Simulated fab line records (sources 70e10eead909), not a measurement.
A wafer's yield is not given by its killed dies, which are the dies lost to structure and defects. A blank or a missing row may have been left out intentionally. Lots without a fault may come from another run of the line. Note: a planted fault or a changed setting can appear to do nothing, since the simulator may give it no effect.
Which of the tools did it? -- flow nand_harc -- 14 lots with 42 wafers sampled at 6 steps, on a route of 1159 steps

WHAT THE GAUGES READ, wafer by wafer
NHARC_A_ZERO_WELL_CD_MEAS_10: target cd 2000 nm.
lot,measured,on,cd_nm (nm)
L242,day 6 22:38,cd_sem-03,1998.9 1999.1 1997.8
L241,day 7 00:14,cd_sem-01,2000.4 2002.2 2002.9
L245,day 7 09:42,cd_sem-03,2002.5 2000.6 2002.2
L246,day 7 20:14,cd_sem-01,1999.3 1999.6 2000.3
L248,day 8 04:51,cd_sem-02,2002.5 2000.6 2000.1
L254,day 9 20:45,cd_sem-02,2000.5 2001.9 2000.2
L256,day 10 19:10,cd_sem-03,2001.1 2001.0 2000.0
L258,day 10 20:04,cd_sem-02,1999.5 1998.8 1998.6
L260,day 11 04:00,cd_sem-02,1999.3 2000.0 1999.6
L259,day 11 04:19,cd_sem-03,2000.6 2000.4 2001.3
L261,day 11 11:09,cd_sem-03,2001.3 2000.1 2001.3
L262,day 11 16:05,cd_sem-02,2001.6 2002.8 2001.2
L263,day 12 01:44,cd_sem-01,2000.5 2000.2 2001.6
L264,day 12 05:55,cd_sem-01,2000.5 1999.7 1999.3

NHARC_A_ONON_D1_THK_MEAS_02: measures by ellipsometry.
lot,measured,on,thk_nm (nm)
L242,day 7 20:58,film_metro-02,1002 1003 1001
L241,day 7 20:58,film_metro-01,1012 1012 1013
L245,day 8 11:23,film_metro-02,1004 1005 1005
L246,day 8 19:02,film_metro-02,996 1561 994
L248,day 9 02:40,film_metro-02,1008 1572 1011
L254,day 10 21:11,film_metro-02,997 995 995
L256,day 11 17:43,film_metro-01,1008 1006 1007
L258,day 11 17:44,film_metro-02,996 993 995
L260,day 12 02:04,film_metro-01,1012 1011 1012
L259,day 12 02:04,film_metro-02,1007 1008 1008
L261,day 12 11:35,film_metro-02,1007 1006 1008
L262,day 12 11:48,film_metro-02,1003 1002 1004
L263,day 12 23:33,film_metro-02,1020 1020 1020
L264,day 13 04:41,film_metro-02,995 996 996

NHARC_END_SORT_01.
lot,measured,on,killed_at_array,killed_at_other,killed_at_periphery,killed_dies,killed_open,killed_short
L246,day 20 19:42,prober-01,40 670 25,2 1 4,2 6 5,44 677 34,3 5 2,2 2 2
L248,day 21 05:08,prober-01,20 674 15,0 0 1,5 3 1,25 677 17,3 3 3,6 0 4

WHICH TOOL RAN EACH LOT (tool, then ch and the chambers of the sampled wafers, then the start)
lot,NHARC_P_BONDPAD_DEGAS_25,NHARC_P_BONDPAD_ANNEAL_28,NHARC_A_ONON_D1_DEP_00
L242,"pvd_sputter-03, day 6 19:41","rtp_anneal-01 ch 0, day 6 20:32","pecvd_onon-04 ch 0, day 7 20:35"
L241,"pvd_sputter-03, day 6 21:14","rtp_anneal-02 ch 0, day 6 22:11","pecvd_onon-02 ch 0, day 7 20:38"
L245,"pvd_sputter-01, day 7 06:38","rtp_anneal-02 ch 0, day 7 07:30","pecvd_onon-02 ch 0, day 8 10:56"
L246,"pvd_sputter-03, day 7 17:12","rtp_anneal-02 ch 0, day 7 17:56","pecvd_onon-04 ch 0, day 8 18:32"
L248,"pvd_sputter-02, day 8 01:55","rtp_anneal-02 ch 0, day 8 02:44","pecvd_onon-04 ch 0, day 9 02:16"
L254,"pvd_sputter-03, day 9 17:47","rtp_anneal-02 ch 0, day 9 18:41","pecvd_onon-02 ch 0, day 10 20:51"
L256,"pvd_sputter-02, day 10 16:14","rtp_anneal-02 ch 0, day 10 16:59","pecvd_onon-01 ch 0, day 11 17:12"
L258,"pvd_sputter-01, day 10 17:02","rtp_anneal-01 ch 0, day 10 17:49","pecvd_onon-02 ch 0, day 11 17:17"
L260,"pvd_sputter-01, day 11 01:04","rtp_anneal-01 ch 0, day 11 01:48","pecvd_onon-04 ch 0, day 12 01:34"
L259,"pvd_sputter-03, day 11 01:12","rtp_anneal-02 ch 0, day 11 02:08","pecvd_onon-02 ch 0, day 12 01:37"
L261,"pvd_sputter-03, day 11 08:13","rtp_anneal-02 ch 0, day 11 08:56","pecvd_onon-04 ch 0, day 12 11:04"
L262,"pvd_sputter-03, day 11 13:00","rtp_anneal-02 ch 0, day 11 13:55","pecvd_onon-02 ch 0, day 12 11:21"
L263,"pvd_sputter-03, day 11 22:56","rtp_anneal-01 ch 0, day 11 23:43","pecvd_onon-04 ch 0, day 12 23:06"
L264,"pvd_sputter-03, day 12 02:56","rtp_anneal-02 ch 0, day 12 03:42","pecvd_onon-04 ch 0, day 13 04:11"
- NHARC_P_BONDPAD_DEGAS_25: time 60 s.
- NHARC_P_BONDPAD_ANNEAL_28: time 90 s.
- NHARC_A_ONON_D1_DEP_00: target thk 1000 nm.

WHAT THE TOOLS THEMSELVES READ (means of the sampled wafers that have a number; where no wafer has one, the mark that the record gives instead)
NHARC_P_BONDPAD_DEGAS_25.
lot,tool,heater_power_w (W)
L242,pvd_sputter-03,463
L241,pvd_sputter-03,491
L245,pvd_sputter-01,493
L246,pvd_sputter-03,486
L248,pvd_sputter-02,489
L254,pvd_sputter-03,413
L256,pvd_sputter-02,504
L258,pvd_sputter-01,419
L260,pvd_sputter-01,480
L259,pvd_sputter-03,462
L261,pvd_sputter-03,458
L262,pvd_sputter-03,497
L263,pvd_sputter-03,494
L264,pvd_sputter-03,451

NHARC_P_BONDPAD_ANNEAL_28.
lot,tool,wafer_temp_C_max
L242,rtp_anneal-01,226.4
L241,rtp_anneal-02,226.7
L245,rtp_anneal-02,226.8
L246,rtp_anneal-02,226.4
L248,rtp_anneal-02,226.7
L254,rtp_anneal-02,226.6
L256,rtp_anneal-02,226.7
L258,rtp_anneal-01,226.0
L260,rtp_anneal-01,226.0
L259,rtp_anneal-02,226.7
L261,rtp_anneal-02,226.6
L262,rtp_anneal-02,226.6
L263,rtp_anneal-01,226.1
L264,rtp_anneal-02,226.7

THE ANSWER, worked out from the rows above alone
Rule: usual is defined by the lots themselves. The widest of any qualifying gaps counts: lots, ordered by their means at a reading, are off when they make up no more than a third of the lots, leave a main group of 4 or more, and stand apart from it by 3 or more times the standard deviation of that group's means. The tables above print the reading to a certain number of digits; a main group whose means all agree to those digits is not used. A lot without any number at a reading at which 4 lots or more have one is off too. The other lots that the step has rows for count as sound. First the gauges in route order, then the tools' own readings, where a lot's mean is used as printed above. The first step at which some lot is off is used, and at that step the reading that is off furthest; a lot without a number counts as furthest.
Off: L246, L248, at NHARC_A_ONON_D1_THK_MEAS_02 (thk_nm). The main group: mean 1005 nm, standard deviation 7.3.
If a tool, at a process step before that reading, ran all the lots that are off and no sound lot after the first of them, it fits. The gauges at NHARC_A_ONON_D1_THK_MEAS_02 are tried like those tools. Of those tried, none fits.

WHAT THE SIMULATOR HAD PUT IN
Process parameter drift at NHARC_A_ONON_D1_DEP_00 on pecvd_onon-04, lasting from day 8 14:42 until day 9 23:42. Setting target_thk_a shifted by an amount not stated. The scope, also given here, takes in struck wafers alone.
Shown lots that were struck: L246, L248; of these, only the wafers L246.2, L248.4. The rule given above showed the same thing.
